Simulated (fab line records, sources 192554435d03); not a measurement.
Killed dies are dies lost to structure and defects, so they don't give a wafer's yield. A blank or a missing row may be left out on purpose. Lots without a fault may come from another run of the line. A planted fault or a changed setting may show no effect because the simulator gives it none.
fab line records | flow n5_finfet
record lots=24 wafers=72 last_day=18
route steps=1938 shown BEOL_M3@933
lots that met no fault: from a run of the same line without faults
start_h: hours from the record's first day to the start of the lot's first wafer shown | wait_h: hours since the lot's step before | " the same as in the row above | L1.1+2: a row that stands for several wafers | - no value, or no start given | * or withheld: withheld | < > ~ a bound
route shown NAME@n: a module of which the file shows steps, and the number in the route of the first | usual: mean/standard deviation of fault-free wafers | same: alike in all rows | chamber/n: place in a boat | sites: the reading at each site | _std_site: their standard deviation | _edge_site: outer sites' mean less inner sites' | radius_mm: how far each site lies from the wafer's centre | mask NAME#n: copy n | behind: the tool/chamber that last shaped the wafer | hold: why the lot was held/for how many hours/how that ended | device: the transistor (n, p or np) that didn't switch | end of line: the same wafers' tests at the end of the route | a step without rows: its recipe alone | killed: dies lost to structure and defects at the first sort, not the wafer's yield | map: a wafer's dies, x killed, . not, _ none there
set.NAME: the setting as run; set.NAME@STEP: as run at that earlier step | model.NAME: the simulator's own value behind a step, which no gauge read
steps of the route over a sample of lots; a table a step, a row a wafer
services: from which hour (start_h, from the record's first day; less than 0 if before it) a tool's chamber was out of use, for how many hours, and why
## steps
# step N5_BEOL_M3_PECVD_72
# recipe material=SiO2 target_thk_a=160 temp_c=400 precursor=TEOS/O2 pressure_torr=5.5 rf_w=450 teos_flow_sccm=53.8 gas=O2 flow_sccm=3000 time_s=18
# usual heater_power_w=738/60 showerhead_plenum_p_Torr=8.78/0.062 susceptor_temp_C=400.01/0.24 throttle_valve_pct=22.7/2.3
# columns lot.wafer tool chamber start_h wait_h heater_power_w showerhead_plenum_p_Torr susceptor_temp_C throttle_valve_pct
L074.2 pecvd-02 1 144.76 0.0 838 8.86 399.68 22.7
L074.3 " 2 " " 719 8.89 400.07 22.8
L074.5 " 0 " " 669 8.73 400.45 24.8
L075.1 pecvd-04 2 150.47 0.0 754 8.68 399.83 20.7
L075.5 " 0 " " 724 8.77 399.78 27.0
L075.6 " 2 " " 731 8.68 400.08 20.7
L076.1 pecvd-01 0 152.54 0.0 775 8.89 400.04 23.1
L076.3 " 2 " " 685 8.82 400.26 22.2
L076.5 " 2 " " 692 8.81 400.13 22.4
L077.2 pecvd-02 1 154.16 0.0 819 8.86 400.16 22.7
L077.5 " 1 " " 811 8.85 400.35 22.5
L077.6 " 2 " " 722 8.83 400.04 22.8
L078.3 pecvd-02 2 172.79 0.0 709 8.85 400.05 22.7
L078.5 " 2 " " 724 8.84 399.83 22.5
L078.6 " 1 " " 692 8.86 400.14 22.4
L079.2 pecvd-04 2 177.15 0.0 804 8.69 400.07 20.4
L079.5 " 1 " " 647 8.78 400.41 22.8
L079.6 " 2 " " 796 8.67 399.65 20.8
L080.2 pecvd-02 2 190.73 0.0 624 8.84 400.07 23.0
L080.3 " 0 " " 783 8.75 399.65 24.6
L080.6 " 2 " " 624 8.82 399.95 23.0
L081.1 pecvd-04 1 192.63 0.0 632 8.77 400.16 22.7
L081.4 " 1 " " 627 8.75 399.90 22.7
L081.6 " 2 " " 789 8.68 399.73 20.8
L082.1 pecvd-02 0 195.37 0.0 792 8.74 400.13 24.6
L082.2 " 1 " " 697 8.86 400.18 22.4
L082.5 " 0 " " 773 8.73 399.84 24.6
L083.2 pecvd-01 0 202.62 0.0 748 8.87 400.04 23.6
L083.5 " 0 " " 753 8.87 400.15 23.6
L083.6 " 1 " " 695 8.74 399.66 21.2
L084.1 pecvd-04 1 203.70 0.0 673 8.77 400.04 22.7
L084.5 " 1 " " 684 8.78 399.88 22.9
L084.6 " 0 " " 766 8.79 399.90 27.6
L085.2 pecvd-01 0 207.91 0.0 846 8.86 399.83 23.5
L085.3 " 0 " " 861 8.91 399.55 23.5
L085.5 " 1 " " 786 8.71 400.37 21.2
L086.1 pecvd-04 0 220.68 0.0 766 8.79 400.12 27.6
L086.5 " 1 " " 668 8.77 399.89 22.9
L086.6 " 0 " " 761 8.77 400.11 27.5
L087.2 pecvd-01 2 232.70 0.0 726 8.80 400.12 19.0
L087.3 " 1 " " 766 8.73 400.47 20.6
L087.5 " 2 " " 735 8.79 400.43 19.0
L089.1 pecvd-01 1 239.72 0.0 805 8.74 400.39 21.2
L089.2 " 2 " " 726 8.81 399.65 19.2
L089.5 " 0 " " 829 8.86 399.79 23.8
L088.1 pecvd-02 0 243.08 0.0 776 8.72 399.78 24.4
L088.3 " 2 " " 636 8.83 400.21 22.7
L088.5 " 2 " " 632 8.83 400.01 22.9
L090.1 pecvd-04 2 247.84 0.0 810 8.70 400.31 20.5
L090.3 " 1 " " 742 8.77 400.06 22.7
L090.4 " 1 " " 733 8.78 400.29 22.7
L091.1 pecvd-04 1 252.46 0.0 619 8.79 399.95 22.6
L091.2 " 0 " " 736 8.77 400.13 28.0
L091.5 " 1 " " 632 8.79 400.01 22.8
L092.1 pecvd-02 1 255.31 0.0 777 8.86 400.10 22.5
L092.2 " 0 " " 770 8.73 399.85 24.5
L092.3 " 2 " " 694 8.85 400.06 22.8
L095.2 pecvd-01 2 273.07 0.0 624 8.80 400.02 19.1
L095.3 " 1 " " 760 8.75 400.11 21.1
L095.4 " 2 " " 614 8.80 400.24 19.4
L094.2 pecvd-01 2 274.82 0.0 676 8.82 400.23 18.9
L094.4 " 1 " " 799 8.73 400.53 20.9
L094.5 " 2 " " 664 8.80 399.93 19.2
L093.1 pecvd-04 0 281.70 0.0 729 8.77 400.09 27.7
L093.4 " 0 " " 721 8.77 399.67 28.0
L093.5 " 2 " " 782 8.68 399.53 20.8
L096.2 pecvd-01 2 291.81 0.0 692 8.80 400.24 19.0
L096.3 " 2 " " 715 8.81 400.02 19.1
L096.6 " 1 " " 812 8.73 400.47 21.2
L097.1 pecvd-04 0 301.90 0.0 776 8.77 399.94 28.2
L097.5 " 2 " " 773 8.69 400.03 21.0
L097.6 " 0 " " 760 8.76 399.99 28.2
# step N5_BEOL_M3_CD_MEAS_11
# recipe target_cd_nm=17.05 landing_energy_ev=500 detector=se_inlens polarity=opening
# usual cd_nm=17.03/0.24
# columns lot.wafer tool chamber start_h wait_h cd_nm
L074.2 cd_sem-03 0 145.96 - 16.98
L074.3 " 0 " " 16.81
L074.5 " 0 " " 17.07
L075.1 cd_sem-03 0 151.89 - 17.36
L075.5 " 0 " " 17.50
L075.6 " 0 " " 17.05
L076.1 cd_sem-03 0 153.23 - 17.13
L076.3 " 0 " " 17.09
L076.5 " 0 " " 17.23
L077.2 cd_sem-01 0 155.95 - 16.94
L077.5 " 0 " " 17.01
L077.6 " 0 " " 17.16
L078.3 cd_sem-02 0 175.17 - 16.83
L078.5 " 0 " " 17.14
L078.6 " 0 " " 17.07
L079.2 cd_sem-01 0 179.47 - 17.00
L079.5 " 0 " " 17.13
L079.6 " 0 " " 17.24
L080.2 cd_sem-01 0 191.75 - 16.47
L080.3 " 0 " " 16.93
L080.6 " 0 " " 17.35
L081.1 cd_sem-03 0 196.39 - 16.96
L081.4 " 0 " " 16.75
L081.6 " 0 " " 16.51
L082.1 cd_sem-02 0 196.85 - 17.44
L082.2 " 0 " " 17.24
L082.5 " 0 " " 17.14
L083.2 cd_sem-02 0 203.56 - 17.39
L083.5 " 0 " " 17.04
L083.6 " 0 " " 17.25
L084.1 cd_sem-03 0 204.31 - 17.00
L084.5 " 0 " " 16.87
L084.6 " 0 " " 17.03
L085.2 cd_sem-02 0 208.91 - 17.31
L085.3 " 0 " " 16.84
L085.5 " 0 " " 16.80
L086.1 cd_sem-01 0 223.54 - 16.96
L086.5 " 0 " " 17.14
L086.6 " 0 " " 16.93
L087.2 cd_sem-02 0 233.85 - 16.83
L087.3 " 0 " " 16.84
L087.5 " 0 " " 17.40
L089.1 cd_sem-02 0 240.23 - 16.68
L089.2 " 0 " " 16.75
L089.5 " 0 " " 16.92
L088.1 cd_sem-03 0 243.80 - 17.33
L088.3 " 0 " " 16.97
L088.5 " 0 " " 16.93
L090.1 cd_sem-01 0 249.01 - 17.26
L090.3 " 0 " " 17.17
L090.4 " 0 " " 17.08
L091.1 cd_sem-03 0 253.15 - 16.86
L091.2 " 0 " " 16.56
L091.5 " 0 " " 17.18
L092.1 cd_sem-01 0 257.62 - 16.90
L092.2 " 0 " " 16.54
L092.3 " 0 " " 16.95
L095.2 cd_sem-01 0 276.00 - 17.17
L095.3 " 0 " " 17.22
L095.4 " 0 " " 17.28
L094.2 cd_sem-03 0 276.48 - 17.36
L094.4 " 0 " " 17.27
L094.5 " 0 " " 17.33
L093.1 cd_sem-03 0 282.88 - 17.00
L093.4 " 0 " " 16.94
L093.5 " 0 " " 17.12
L096.2 cd_sem-01 0 294.71 - 16.70
L096.3 " 0 " " 16.89
L096.6 " 0 " " 17.10
L097.1 cd_sem-03 0 302.82 - 17.24
L097.5 " 0 " " 17.16
L097.6 " 0 " " 16.90
# step N5_BEOL_M3_ETCHBACK_99
# recipe chemistry=CHF3 target=SiO2 target_depth_a=50 time_s=10.4 source_w=215 bias_w=47 Ar_flow_sccm=200 CHF3_flow_sccm=12 ion_energy_ev=100 pressure_mtorr=30
# usual drypump_motor_current_A=5.6/0.47 oes_product_au=0.76/0.076 rf_vpp_V=241/5 showerhead_plenum_p_Torr=2.15/0.057 throttle_valve_pct=17.15/0.19
# columns lot.wafer tool chamber start_h wait_h drypump_motor_current_A oes_product_au rf_hours_counter_h rf_vpp_V showerhead_plenum_p_Torr throttle_valve_pct
L074.2 rie_diel-04 0 148.90 1.8 6.2 0.75 178 246 2.15 17.14
L074.3 " 2 " " 6.6 0.70 226 244 2.05 17.11
L074.5 " 2 " " 6.5 0.69 - 242 2.05 17.11
L075.1 rie_diel-03 1 155.66 1.6 5.1 0.77 146 244 2.15 17.07
L075.5 " 1 " " 5.1 0.77 - 244 2.15 17.08
L075.6 " 0 " " 5.5 0.87 - 240 2.10 16.99
L076.1 rie_diel-03 3 156.92 2.4 5.6 0.77 153 250 2.24 17.39
L076.3 " 2 " " 5.1 0.67 242 242 2.21 17.05
L076.5 " 0 " " 5.5 0.85 - 239 2.10 16.99
L077.2 rie_diel-04 2 163.66 6.0 6.5 0.69 230 242 2.05 17.10
L077.5 " 3 " " 5.0 0.68 - 236 2.13 17.30
L077.6 " 2 " " 6.6 0.70 - 243 2.05 17.11
L078.3 rie_diel-04 3 178.34 1.9 5.0 0.68 235 235 2.13 17.29
L078.5 " 2 " " 6.5 0.69 - 243 2.05 17.12
L078.6 " 3 " " 5.0 0.68 - 235 2.13 17.30
L079.2 rie_diel-05 1 181.71 0.1 5.5 0.70 191 239 2.12 17.11
L079.5 " 1 " " 5.6 0.70 - 237 2.12 17.13
L079.6 " 2 " " 5.2 0.72 - 235 2.14 17.01
L080.2 rie_diel-04 1 195.84 2.9 5.5 0.78 115 233 2.16 17.32
L080.3 " 3 " " 5.0 0.67 239 235 2.13 17.30
L080.6 " 3 " " 5.0 0.67 - 235 2.13 17.30
L081.1 rie_diel-04 1 199.27 1.5 5.5 0.79 116 234 2.16 17.33
L081.4 " 0 " " 6.1 0.74 191 246 2.15 17.19
L081.6 " 3 " " 5.0 0.69 - 235 2.13 17.31
L082.1 rie_diel-03 0 200.02 1.9 5.5 0.85 62 238 2.10 17.01
L082.2 " 3 " " 5.6 0.76 165 249 2.24 17.41
L082.5 " 1 " " 5.1 0.75 - 244 2.15 17.10
L083.2 rie_diel-05 0 208.90 4.0 5.8 0.73 197 243 2.22 17.19
L083.5 " 0 " " 5.8 0.72 - 243 2.22 17.20
L083.6 " 1 " " 5.5 0.70 - 236 2.12 17.13
L084.1 rie_diel-04 0 213.00 7.1 6.2 0.73 195 245 2.15 17.17
L084.5 " 3 " " 5.0 0.68 - 235 2.12 17.31
L084.6 " 2 " " 6.6 0.68 - 243 2.04 17.13
L085.2 rie_diel-03 0 216.37 5.9 5.5 0.85 68 238 2.09 17.01
L085.3 " 2 " " 5.1 0.98 4 242 2.21 16.68
L085.5 " 1 " " 5.1 0.75 - 246 2.15 17.11
L086.1 rie_diel-05 0 233.26 8.2 5.8 0.72 203 243 2.21 17.21
L086.5 " 2 " " 5.3 0.72 - 234 2.14 17.02
L086.6 " 1 " " 5.6 0.69 - 236 2.12 17.15
L087.2 rie_diel-05 3 239.34 4.0 5.8 0.73 179 245 2.13 17.13
L087.3 " 2 " " 5.3 0.71 194 235 2.14 17.04
L087.5 " 1 " " 5.6 0.69 - 238 2.12 17.13
L089.1 rie_diel-04 0 248.15 6.5 6.1 0.73 207 246 2.14 17.20
L089.2 " 2 " " 6.5 0.68 252 242 2.04 17.17
L089.5 " 2 " " 6.5 0.68 - 243 2.04 17.17
L091.1 rie_diel-03 1 256.96 2.5 5.1 0.74 173 244 2.14 17.14
L091.2 " 0 " " 5.5 0.84 79 239 2.09 17.05
L091.5 " 1 " " 5.1 0.75 - 244 2.14 17.14
L088.1 rie_diel-03 3 257.40 12.3 5.6 0.75 182 250 2.23 17.46
L088.3 " 0 " " 5.5 0.83 80 239 2.09 17.05
L088.5 " 0 " " 5.5 0.84 - 241 2.09 17.04
L090.1 rie_diel-03 3 261.71 11.4 5.6 0.75 184 249 2.23 17.44
L090.3 " 0 " " 5.4 0.83 81 238 2.09 17.03
L090.4 " 1 " " 5.1 0.74 175 245 2.14 17.14
L092.1 rie_diel-03 3 265.84 7.0 5.6 0.75 185 249 2.23 17.46
L092.2 " 2 " " 5.1 0.93 17 242 2.20 16.72
L092.3 " 0 " " 5.5 0.83 82 241 2.09 17.05
L095.2 rie_diel-03 0 277.38 0.1 5.4 0.82 85 239 2.09 17.05
L095.3 " 1 " " 5.1 0.73 179 246 2.14 17.15
L095.4 " 2 " " 5.1 0.92 21 242 2.20 16.72
L094.2 rie_diel-03 0 286.41 8.2 5.5 0.83 87 240 2.09 17.05
L094.4 " 2 " " 5.1 0.92 23 241 2.20 16.72
L094.5 " 3 " " 5.6 0.73 - 248 2.23 17.46
L093.1 rie_diel-03 2 294.06 10.0 5.1 0.93 24 241 2.20 16.72
L093.4 " 1 " " 5.1 0.73 183 244 2.14 17.15
L093.5 " 2 " " 5.1 0.93 - 241 2.20 16.71
L096.2 rie_diel-04 2 301.79 5.7 6.5 0.95 10 247 2.31 16.67
L096.3 " 0 " " 6.2 0.71 227 245 2.14 17.22
L096.6 " 0 " " 6.2 0.71 - 244 2.14 17.23
L097.1 rie_diel-04 1 312.93 8.5 5.5 0.74 156 234 2.14 17.42
L097.5 " 0 " " 6.2 0.70 - 244 2.13 17.24
L097.6 " 3 " " 5.0 0.94 - 235 2.12 16.91
# step N5_BEOL_M3_STRIP_97
# recipe chemistry=N2/H2 time_s=10 power_w=450 temp_c=40 pressure_mtorr=20 rf_frequency_hz=6e+07 bias_power_w=7 n2_flow_sccm=200 h2_flow_sccm=200
# usual drypump_motor_current_A=5.6/0.47 oes_product_au=0.76/0.076 rf_vpp_V=59.0/0.77 showerhead_plenum_p_Torr=2.53/0.068 throttle_valve_pct=23.72/0.23
# columns lot.wafer tool chamber start_h wait_h drypump_motor_current_A oes_product_au rf_hours_counter_h rf_vpp_V showerhead_plenum_p_Torr throttle_valve_pct
L074.2 rie_diel-04 0 - - 6.2 0.73 179 59.2 2.54 23.94
L074.3 " 2 " " 6.6 0.69 226 58.6 2.41 24.01
L074.5 " 2 " " 6.6 0.69 - 59.0 2.41 24.00
L075.1 rie_diel-03 1 - - 5.1 0.78 146 58.3 2.52 23.63
L075.5 " 1 " " 5.1 0.77 - 58.5 2.52 23.62
L075.6 " 0 " " 5.5 0.87 - 58.7 2.48 23.79
L076.1 rie_diel-03 3 - - 5.6 0.77 154 60.2 2.64 23.65
L076.3 " 2 " " 5.1 0.68 242 60.6 2.59 23.36
L076.5 " 0 " " 5.5 0.87 - 59.4 2.48 23.79
L077.2 rie_diel-04 2 - - 6.5 0.68 231 59.2 2.41 24.01
L077.5 " 3 " " 5.0 0.69 - 59.2 2.48 23.46
L077.6 " 2 " " 6.5 0.69 - 58.4 2.41 24.02
L078.3 rie_diel-04 3 - - 5.0 0.69 235 59.3 2.48 23.46
L078.5 " 2 " " 6.5 0.70 - 58.6 2.41 24.03
L078.6 " 3 " " 5.0 0.69 - 58.6 2.48 23.48
L079.2 rie_diel-05 1 - - 5.5 0.71 191 58.5 2.54 23.76
L079.5 " 1 " " 5.5 0.71 - 58.3 2.54 23.78
L079.6 " 2 " " 5.3 0.73 - 59.3 2.52 23.48
L080.2 rie_diel-04 1 - - 5.6 0.78 115 58.3 2.54 23.89
L080.3 " 3 " " 5.0 0.68 239 58.9 2.48 23.50
L080.6 " 3 " " 5.0 0.69 - 59.3 2.48 23.49
L081.1 rie_diel-04 1 - - 5.5 0.78 116 58.7 2.54 23.89
L081.4 " 0 " " 6.2 0.72 191 58.6 2.53 23.97
L081.6 " 3 " " 5.0 0.69 - 58.6 2.48 23.50
L082.1 rie_diel-03 0 - - 5.5 0.86 63 57.6 2.47 23.81
L082.2 " 3 " " 5.6 0.76 165 58.4 2.63 23.67
L082.5 " 1 " " 5.1 0.75 - 59.4 2.52 23.66
L083.2 rie_diel-05 0 - - 5.8 0.72 197 59.5 2.62 23.56
L083.5 " 0 " " 5.8 0.72 - 58.6 2.62 23.57
L083.6 " 1 " " 5.6 0.71 - 59.5 2.53 23.78
L084.1 rie_diel-04 0 - - 6.2 0.72 195 57.9 2.53 23.96
L084.5 " 3 " " 5.0 0.68 - 58.0 2.47 23.50
L084.6 " 2 " " 6.5 0.68 - 58.6 2.40 24.03
L085.2 rie_diel-03 0 - - 5.5 0.84 68 58.5 2.47 23.81
L085.3 " 2 " " 5.1 0.98 4 60.4 2.59 23.20
L085.5 " 1 " " 5.1 0.76 - 60.6 2.51 23.66
L086.1 rie_diel-05 0 - - 5.8 0.71 203 60.0 2.61 23.57
L086.5 " 2 " " 5.3 0.71 - 59.3 2.51 23.49
L086.6 " 1 " " 5.6 0.71 - 57.8 2.53 23.77
L087.2 rie_diel-05 3 - - 5.8 0.74 179 58.7 2.53 24.08
L087.3 " 2 " " 5.3 0.71 194 59.4 2.51 23.49
L087.5 " 1 " " 5.6 0.71 - 60.2 2.53 23.78
L089.1 rie_diel-04 0 - - 6.1 0.72 207 58.8 2.52 23.98
L089.2 " 2 " " 6.6 0.68 252 58.3 2.40 24.04
L089.5 " 2 " " 6.5 0.68 - 58.1 2.40 24.05
L091.1 rie_diel-03 1 - - 5.1 0.76 174 59.6 2.51 23.67
L091.2 " 0 " " 5.5 0.84 80 58.6 2.46 23.85
L091.5 " 1 " " 5.1 0.75 - 58.8 2.51 23.68
L088.1 rie_diel-03 3 - - 5.6 0.74 183 59.8 2.63 23.68
L088.3 " 0 " " 5.5 0.84 80 59.2 2.46 23.83
L088.5 " 0 " " 5.5 0.84 - 59.6 2.46 23.85
L090.1 rie_diel-03 3 - - 5.6 0.74 184 59.2 2.63 23.70
L090.3 " 0 " " 5.5 0.84 81 58.8 2.46 23.83
L090.4 " 1 " " 5.1 0.74 175 59.0 2.51 23.68
L092.1 rie_diel-03 3 - - 5.6 0.74 185 60.0 2.63 23.70
L092.2 " 2 " " 5.1 0.94 17 59.3 2.58 23.23
L092.3 " 0 " " 5.5 0.84 82 59.8 2.46 23.83
L095.2 rie_diel-03 0 - - 5.5 0.82 85 60.9 2.46 23.82
L095.3 " 1 " " 5.1 0.74 179 59.2 2.51 23.68
L095.4 " 2 " " 5.1 0.93 21 58.6 2.58 23.24
L094.2 rie_diel-03 0 - - 5.4 0.83 87 59.0 2.46 23.85
L094.4 " 2 " " 5.0 0.93 23 58.2 2.58 23.22
L094.5 " 3 " " 5.6 0.73 - 60.1 2.62 23.73
L093.1 rie_diel-03 2 - - 5.1 0.92 25 58.2 2.58 23.22
L093.4 " 1 " " 5.1 0.73 183 58.7 2.51 23.68
L093.5 " 2 " " 5.1 0.92 - 59.6 2.58 23.23
L096.2 rie_diel-04 2 - - 6.5 0.94 10 59.5 2.71 23.59
L096.3 " 0 " " 6.2 0.70 227 59.1 2.52 23.99
L096.6 " 0 " " 6.1 0.70 - 58.8 2.52 24.01
L097.1 rie_diel-04 1 - - 5.5 0.75 156 58.2 2.53 23.96
L097.5 " 0 " " 6.2 0.70 - 59.6 2.51 24.00
L097.6 " 3 " " 5.0 0.95 - 59.0 2.47 23.23
# step N5_BEOL_M3_SPUTTER_81
# recipe material=Cu target_thk_a=45 temp_c=-20 chamber_pressure_pa=0.07 power_w=withheld time_s=8.29
# usual susceptor_temp_C=-20.01/0.1 throttle_valve_pct=29.9/1
# columns lot.wafer tool chamber start_h wait_h susceptor_temp_C throttle_valve_pct
L074.2 pvd_sputter-01 - 150.98 0.1 -20.12 30.8
L074.3 " - " " -20.05 31.8
L074.5 " - " " -19.95 30.0
L075.1 pvd_sputter-03 - 159.78 0.1 -20.05 32.2
L075.5 " - " " -20.11 30.1
L075.6 " - " " -20.01 32.1
L076.1 pvd_sputter-03 - 162.36 0.1 -19.83 32.1
L076.3 " - " " -19.92 30.0
L076.5 " - " " -20.04 29.4
L077.2 pvd_sputter-01 - 165.81 0.1 -19.94 30.8
L077.5 " - " " -19.80 30.0
L077.6 " - " " -19.91 30.9
L078.3 pvd_sputter-02 - 180.68 0.1 -20.08 28.7
L078.5 " - " " -19.99 29.2
L078.6 " - " " -20.05 29.5
L079.2 pvd_sputter-02 - 185.32 0.1 -19.90 29.4
L079.5 " - " " -20.03 29.2
L079.6 " - " " -19.95 29.1
L080.2 pvd_sputter-02 - 198.13 0.1 -20.00 29.5
L080.3 " - " " -19.98 29.1
L080.6 " - " " -19.84 28.5
L081.1 pvd_sputter-01 - 201.32 0.1 -20.12 30.2
L081.4 " - " " -20.05 31.9
L081.6 " - " " -19.98 30.6
L082.1 pvd_sputter-03 - 202.00 0.1 -20.13 29.3
L082.2 " - " " -20.08 30.1
L082.5 " - " " -19.90 32.2
L083.2 pvd_sputter-02 - 212.54 0.1 -20.11 29.5
L083.5 " - " " -19.85 28.9
L083.6 " - " " -20.04 29.0
L084.1 pvd_sputter-01 - 215.36 0.1 -19.97 31.7
L084.5 " - " " -20.13 30.9
L084.6 " - " " -20.00 32.0
L085.2 pvd_sputter-01 - 219.64 0.1 -19.71 30.9
L085.3 " - " " -19.79 30.2
L085.5 " - " " -20.06 29.9
L086.1 pvd_sputter-03 - 235.34 0.1 -20.12 30.1
L086.5 " - " " -20.14 29.3
L086.6 " - " " -20.19 29.2
L087.2 pvd_sputter-03 - 241.62 0.1 -20.28 31.9
L087.3 " - " " -19.94 29.4
L087.5 " - " " -20.10 32.2
L089.1 pvd_sputter-02 - 250.26 0.1 -20.05 28.6
L089.2 " - " " -19.97 29.6
L089.5 " - " " -20.02 29.3
L091.1 pvd_sputter-02 - 258.61 0.1 -19.97 29.5
L091.2 " - " " -19.99 28.9
L091.5 " - " " -19.99 28.7
L088.1 pvd_sputter-02 - 260.85 0.1 -19.98 29.5
L088.3 " - " " -19.94 28.9
L088.5 " - " " -19.94 29.3
L090.1 pvd_sputter-02 - 263.68 0.1 -20.04 28.9
L090.3 " - " " -19.98 29.7
L090.4 " - " " -19.94 29.2
L092.1 pvd_sputter-02 - 267.80 0.1 -20.08 29.0
L092.2 " - " " -19.92 29.3
L092.3 " - " " -19.94 29.0
L095.2 pvd_sputter-02 - 279.27 0.1 -19.87 29.5
L095.3 " - " " -19.93 28.7
L095.4 " - " " -19.79 29.2
L094.2 pvd_sputter-02 - 288.22 0.1 -20.04 28.7
L094.4 " - " " -20.06 29.4
L094.5 " - " " -19.91 29.4
L093.1 pvd_sputter-01 - 296.36 0.1 -20.00 30.2
L093.4 " - " " -19.99 31.6
L093.5 " - " " -19.97 30.6
L096.2 pvd_sputter-03 - 305.45 0.1 -19.97 30.1
L096.3 " - " " -20.05 31.9
L096.6 " - " " -19.81 29.2
L097.1 pvd_sputter-03 - 315.05 0.1 -20.13 29.1
L097.5 " - " " -19.79 32.2
L097.6 " - " " -20.13 29.4
# step N5_BEOL_M3_CO_CAP_55
# recipe material=Co target_thk_a=20 temp_c=200 precursor=CCTBA/H2 pressure_torr=30 time_s=102.1
# usual heater_power_w=235/18 susceptor_temp_C=199.99/0.17
# columns lot.wafer tool chamber start_h wait_h heater_power_w susceptor_temp_C
L074.2 cvd_co-02 0 153.57 0.0 246 199.99
L074.3 " 2 " " 237 200.26
L074.5 " 1 " " 219 199.84
L075.1 cvd_co-02 0 161.96 0.0 239 200.06
L075.5 " 0 " " 241 199.92
L075.6 " 2 " " 241 199.83
L076.1 cvd_co-01 1 164.54 0.0 269 199.76
L076.3 " 0 " " 217 200.02
L076.5 " 2 " " 229 199.93
L077.2 cvd_co-01 1 168.00 0.0 269 199.98
L077.5 " 0 " " 213 199.84
L077.6 " 2 " " 223 200.14
L078.3 cvd_co-01 2 183.03 0.0 224 199.88
L078.5 " 0 " " 215 199.97
L078.6 " 2 " " 228 200.21
L079.2 cvd_co-01 2 187.64 0.0 226 199.97
L079.5 " 0 " " 219 199.83
L079.6 " 2 " " 222 199.88
L080.2 cvd_co-01 1 200.55 0.0 267 200.29
L080.3 " 0 " " 221 200.07
L080.6 " 1 " " 264 199.97
L081.1 cvd_co-01 1 203.78 0.0 261 200.17
L081.4 " 2 " " 222 199.91
L081.6 " 0 " " 217 200.05
L082.1 cvd_co-01 0 204.41 0.0 212 199.86
L082.2 " 1 " " 268 200.22
L082.5 " 1 " " 264 200.13
L083.2 cvd_co-02 1 215.27 0.0 218 200.06
L083.5 " 1 " " 218 200.21
L083.6 " 2 " " 235 199.87
L084.1 cvd_co-02 2 217.66 0.0 244 199.68
L084.5 " 2 " " 242 199.79
L084.6 " 1 " " 219 199.77
L085.2 cvd_co-02 1 222.13 0.0 218 200.22
L085.3 " 0 " " 244 199.88
L085.5 " 2 " " 240 200.05
L086.1 cvd_co-02 1 237.53 0.0 221 200.00
L086.5 " 2 " " 235 199.97
L086.6 " 0 " " 242 199.94
L087.2 cvd_co-02 0 243.80 0.0 246 200.07
L087.3 " 2 " " 241 199.96
L087.5 " 2 " " 241 199.82
L089.1 cvd_co-01 1 252.45 0.0 272 199.88
L089.2 " 2 " " 228 200.19
L089.5 " 2 " " 225 200.18
L091.1 cvd_co-02 2 261.00 0.0 242 200.11
L091.2 " 1 " " 221 200.10
L091.5 " 2 " " 234 199.87
L088.1 cvd_co-02 0 263.21 0.0 244 199.92
L088.3 " 1 " " 219 199.89
L088.5 " 0 " " 239 199.95
L090.1 cvd_co-01 1 266.04 0.0 268 200.24
L090.3 " 2 " " 219 200.14
L090.4 " 1 " " 266 200.09
L092.1 cvd_co-02 2 270.33 0.0 235 200.10
L092.2 " 0 " " 237 199.90
L092.3 " 1 " " 221 200.12
L095.2 cvd_co-01 0 281.52 0.0 214 200.13
L095.3 " 2 " " 220 200.11
L095.4 " 2 " " 222 200.17
L094.2 cvd_co-02 0 291.19 0.0 242 200.24
L094.4 " 2 " " 236 200.05
L094.5 " 0 " " 243 199.88
L093.1 cvd_co-02 2 298.56 0.0 236 199.80
L093.4 " 2 " " 238 200.13
L093.5 " 1 " " 222 200.18
L096.2 cvd_co-01 2 307.66 0.0 227 199.74
L096.3 " 0 " " 215 199.89
L096.6 " 0 " " 224 200.04
L097.1 cvd_co-01 1 317.26 0.0 272 200.18
L097.5 " 1 " " 268 200.17
L097.6 " 0 " " 218 199.86
## services
# columns tool chamber start_h hours kind
pecvd-01 - 145.77 0.4 repair
cvd_co-01 - 150.27 6.0 pm
pvd_sputter-02 - 157.68 14.3 repair
rie_diel-04 3 164.80 1.4 repair
pecvd-01 - 167.41 28.1 pm
cvd_co-02 2 170.31 5.1 repair
pecvd-04 0 185.10 15.7 repair
rie_diel-03 2 186.93 - clean
rie_diel-03 2 186.93 - consumable_replace:focus_ring
rie_diel-03 2 186.93 16.4 scheduled_down
rie_diel-03 2 186.93 16.4 vent_cycle
cvd_co-02 2 189.78 8.0 repair
pecvd-02 - 193.63 1.1 repair
rie_diel-03 1 194.09 2.4 repair
pvd_sputter-02 - 207.32 1.6 repair
cvd_co-01 - 208.98 14.6 pm
pecvd-02 2 227.03 2.5 repair
pecvd-04 - 229.60 7.4 repair
rie_diel-04 3 230.43 - clean
rie_diel-04 3 230.43 - consumable_replace:focus_ring
rie_diel-04 3 230.43 24.4 scheduled_down
rie_diel-03 1 238.76 4.5 repair
pecvd-01 0 272.18 70.1 repair
rie_diel-04 3 285.00 27.2 repair
## key
fault none
